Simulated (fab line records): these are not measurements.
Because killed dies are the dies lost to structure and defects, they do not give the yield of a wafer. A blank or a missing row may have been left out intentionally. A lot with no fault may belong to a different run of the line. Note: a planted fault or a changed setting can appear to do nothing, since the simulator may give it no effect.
Split-lot trial | flow n5_finfet | route with 1938 steps; 7 lots, 39 wafers read

SPLIT DETAILS
At N5_SD_EPI_P_EPI_21 (deposits SiGe:B, time 355 s), the setting pressure_torr was moved away from the recipe's 20 Torr on 30 of the 39 wafers read, by -19.0% to +15.7%. This setting was run at the recipe's value on the other wafers.

FROM THE SPLIT TO THE READING: what the file shows between them, 3 steps
- N5_SD_EPI_P_HM_STRIP_48: strips SiNx in H3PO4, material SiNx, target depth 3 nm
- N5_SD_ACTIVATION_RTA_00: time 0 s
- N5_SD_ACTIVATION_LSA_01: time 0.0008 s

THE READING
Measured at N5_SD_ACTIVATION_RS_MEAS_03 by four-point probe: RS_SD_P, in ohm/sq. A value of 56.5 ohm/sq with a standard deviation of 0.82 ohm/sq is what fault-free wafers of this fab line usually give.

wafer  | tool, chamber at the split | pressure_torr as run, Torr | against the recipe | RS_SD_P, ohm/sq | against lot-mates on the recipe
L074.1 | epi_rpcvd-04, 0            | 17.25                      | -13.7%             | 61.0            | no lot-mate on the recipe
L074.2 | epi_rpcvd-04, 0            | 17.25                      | -13.7%             | 61.5            | no lot-mate on the recipe
L074.3 | epi_rpcvd-04, 0            | 17.25                      | -13.7%             | 62.3            | no lot-mate on the recipe
L074.4 | epi_rpcvd-04, 0            | 17.25                      | -13.7%             | 61.8            | no lot-mate on the recipe
L074.5 | epi_rpcvd-04, 0            | 17.25                      | -13.7%             | 60.6            | no lot-mate on the recipe
L074.6 | epi_rpcvd-04, 0            | 17.25                      | -13.7%             | 60.7            | no lot-mate on the recipe
L075.1 | epi_rpcvd-04, 0            | 20                         | recipe             | 57.0            | -
L075.2 | epi_rpcvd-04, 0            | 20                         | recipe             | 55.2            | -
L075.6 | epi_rpcvd-04, 0            | 20                         | recipe             | 56.0            | -
L078.1 | epi_rpcvd-02, 0            | 23.07                      | +15.3%             | 50.9            | no lot-mate on the recipe
L078.2 | epi_rpcvd-02, 0            | 23.07                      | +15.3%             | 50.8            | no lot-mate on the recipe
L078.3 | epi_rpcvd-02, 0            | 23.07                      | +15.3%             | 50.6            | no lot-mate on the recipe
L078.4 | epi_rpcvd-02, 0            | 23.07                      | +15.3%             | 50.8            | no lot-mate on the recipe
L078.5 | epi_rpcvd-02, 0            | 23.07                      | +15.3%             | 50.1            | no lot-mate on the recipe
L078.6 | epi_rpcvd-02, 0            | 23.07                      | +15.3%             | 51.1            | no lot-mate on the recipe
L079.1 | epi_rpcvd-02, 0            | 20                         | recipe             | 58.4            | -
L079.2 | epi_rpcvd-02, 0            | 20                         | recipe             | 56.7            | -
L079.3 | epi_rpcvd-02, 0            | 20                         | recipe             | 57.1            | -
L079.4 | epi_rpcvd-02, 0            | 20                         | recipe             | 57.8            | -
L079.5 | epi_rpcvd-02, 0            | 20                         | recipe             | 57.3            | -
L079.6 | epi_rpcvd-02, 0            | 20                         | recipe             | 57.6            | -
L081.1 | epi_rpcvd-04, 0            | 23.14                      | +15.7%             | 51.0            | no lot-mate on the recipe
L081.2 | epi_rpcvd-04, 0            | 23.14                      | +15.7%             | 51.3            | no lot-mate on the recipe
L081.3 | epi_rpcvd-04, 0            | 23.14                      | +15.7%             | 51.3            | no lot-mate on the recipe
L081.4 | epi_rpcvd-04, 0            | 23.14                      | +15.7%             | 51.1            | no lot-mate on the recipe
L081.5 | epi_rpcvd-04, 0            | 23.14                      | +15.7%             | 51.2            | no lot-mate on the recipe
L081.6 | epi_rpcvd-04, 0            | 23.14                      | +15.7%             | 51.4            | no lot-mate on the recipe
L087.1 | epi_rpcvd-02, 0            | 17.31                      | -13.5%             | 62.3            | no lot-mate on the recipe
L087.2 | epi_rpcvd-02, 0            | 17.31                      | -13.5%             | 62.0            | no lot-mate on the recipe
L087.3 | epi_rpcvd-02, 0            | 17.31                      | -13.5%             | 60.8            | no lot-mate on the recipe
L087.4 | epi_rpcvd-02, 0            | 17.31                      | -13.5%             | 61.2            | no lot-mate on the recipe
L087.5 | epi_rpcvd-02, 0            | 17.31                      | -13.5%             | 61.4            | no lot-mate on the recipe
L087.6 | epi_rpcvd-02, 0            | 17.31                      | -13.5%             | 61.0            | no lot-mate on the recipe
L089.1 | epi_rpcvd-01, 0            | 16.2                       | -19.0%             | 64.5            | no lot-mate on the recipe
L089.2 | epi_rpcvd-01, 0            | 16.2                       | -19.0%             | 65.8            | no lot-mate on the recipe
L089.3 | epi_rpcvd-01, 0            | 16.2                       | -19.0%             | 65.3            | no lot-mate on the recipe
L089.4 | epi_rpcvd-01, 0            | 16.2                       | -19.0%             | 65.4            | no lot-mate on the recipe
L089.5 | epi_rpcvd-01, 0            | 16.2                       | -19.0%             | 65.5            | no lot-mate on the recipe
L089.6 | epi_rpcvd-01, 0            | 16.2                       | -19.0%             | 66.2            | no lot-mate on the recipe

THE FIT
A straight line over all 39 wafers: RS_SD_P changes by -0.386 ohm/sq for each +1% of pressure_torr; r = -0.99; the points scatter about the line by 0.92 ohm/sq.
Too few moved wafers with a lot-mate on the recipe to fit a line net of each lot's own level.

THE WHOLE CHAIN: every reading that the file lists as answering this split, in the file's order
step                        | what it does                 | reading                                                                           | change (the file's fit)              | r (the file's)
N5_SD_EPI_P_EPI_21          | deposits SiGe:B, time 355 s  | SiGe-B_of_SD_EPI_P_EPI_21.thk_nm (the simulator's own value, which no gauge read) | +0.24 nm for each +1% of the setting | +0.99
N5_SD_ACTIVATION_RS_MEAS_03 | measures by four-point-probe | RS_SD_P                                                                           | -0.386 for each +1% of the setting   | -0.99

FILE'S OWN FIT
RS_SD_P changes by -0.386 ohm/sq for each +1% of pressure_torr, r = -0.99.
